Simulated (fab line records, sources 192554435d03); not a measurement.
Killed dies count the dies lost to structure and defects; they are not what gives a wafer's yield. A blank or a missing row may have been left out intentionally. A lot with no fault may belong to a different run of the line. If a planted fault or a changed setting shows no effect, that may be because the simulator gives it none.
Chamber matching	flow n5 finfet	ald metal-01 running N5_HKMG_FIN_ALD_79: 4 sister chambers
The step deposits TiN, target thk 1.5 nm, pulse time 1 s, purge time 3 s. 4 wafers are shown with their chamber, then 12 later ones without.

== EACH WAFER AND ITS CHAMBER ==
wafer	chamber	heater power w (W)
L088.2	2	929
L089.1	1	1081
L089.2	3	734
L089.3	0	950

== WAFERS MISSING THEIR CHAMBER ==
wafer	heater power w (W)
L089.4	910
L089.5	956
L089.6	737
L092.4	710
L092.5	937
L092.6	727
L094.1	942
L094.4	1106
L094.5	717
L095.2	907
L095.4	715
L095.6	738

== WHICH CHAMBER EACH WENT THROUGH ==
wafer	from the rows above	in truth
L089.4	can't be placed: 2 or 0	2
L089.5	can't be placed: 0 or 2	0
L089.6	3	3
L092.4	3	3
L092.5	can't be placed: 2 or 0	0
L092.6	3	3
L094.1	can't be placed: 0 or 2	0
L094.4	1	1
L094.5	3	3
L095.2	can't be placed: 2 or 0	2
L095.4	3	3
L095.6	3	3
Correct placement for 7 of the 12. Not placeable from these rows: 5 (in 5, the candidates include the true chamber). Wrongly placed: 0.
How it was worked out, from the rows above alone: a wafer's distance from a chamber is the root of the sum, over the readings, of the square of ((its reading less the chamber's mean) divided by the reading's scatter). If the next closest chamber is less than 2 further off than the closest, the wafer can't be placed; otherwise it belongs to the closest. Each chamber's mean is taken over the wafers shown for it. The scatter (one wafer shown for each chamber): square how far every hidden wafer sits from the nearest shown wafer, average those squares and take the square root.
